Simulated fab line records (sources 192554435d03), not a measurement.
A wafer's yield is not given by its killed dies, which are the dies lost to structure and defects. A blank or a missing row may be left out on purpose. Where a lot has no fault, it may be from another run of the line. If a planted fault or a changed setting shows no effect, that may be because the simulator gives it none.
Matching of chambers :: flow n5_finfet :: N5_SDB_DESCUM_16 on rie_diel-01 has 4 sister chambers
The step chemistry O2, time 7.9 s. 4 wafers are shown with their chamber, then 7 later ones without.

## WAFERS WITH THEIR CHAMBER
wafer: L085.1
chamber: 3
showerhead_plenum_p_Torr (Torr): 2.22

wafer: L085.2
chamber: 1
showerhead_plenum_p_Torr (Torr): 2.02

wafer: L093.1
chamber: 2
showerhead_plenum_p_Torr (Torr): 2.23

wafer: L093.4
chamber: 0
showerhead_plenum_p_Torr (Torr): 2.14

## WAFERS WITHOUT THEIR CHAMBER
wafer: L093.6
showerhead_plenum_p_Torr (Torr): 2.02

wafer: L094.1
showerhead_plenum_p_Torr (Torr): 2.02

wafer: L094.2
showerhead_plenum_p_Torr (Torr): 2.21

wafer: L094.3
showerhead_plenum_p_Torr (Torr): 2.14

wafer: L096.1
showerhead_plenum_p_Torr (Torr): 2.23

wafer: L096.3
showerhead_plenum_p_Torr (Torr): 2.01

wafer: L096.5
showerhead_plenum_p_Torr (Torr): 2.23

## CHAMBER TAKEN BY EACH
wafer: L093.6
from the rows above: 1
in truth: 1

wafer: L094.1
from the rows above: 1
in truth: 1

wafer: L094.2
from the rows above: can't be placed: 3 or 2
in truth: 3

wafer: L094.3
from the rows above: 0
in truth: 0

wafer: L096.1
from the rows above: can't be placed: 2 or 3
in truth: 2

wafer: L096.3
from the rows above: 1
in truth: 1

wafer: L096.5
from the rows above: can't be placed: 2 or 3
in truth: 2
Placed correctly: 4 of 7. Not placeable from these rows: 3 (in 3, the candidates include the true chamber). Placed wrongly: 0.
How it was worked out, from the rows above alone: a wafer's distance from a chamber is the root of the sum, over the readings, of the square of ((its reading less the chamber's mean) divided by the reading's scatter). The wafer belongs to the nearest chamber; if the next one is less than 2 further off, it can't be placed. A chamber's mean is the mean of its shown wafers. The scatter: root of mean squared gap, hidden wafer to nearest shown wafer, with one shown wafer a chamber.
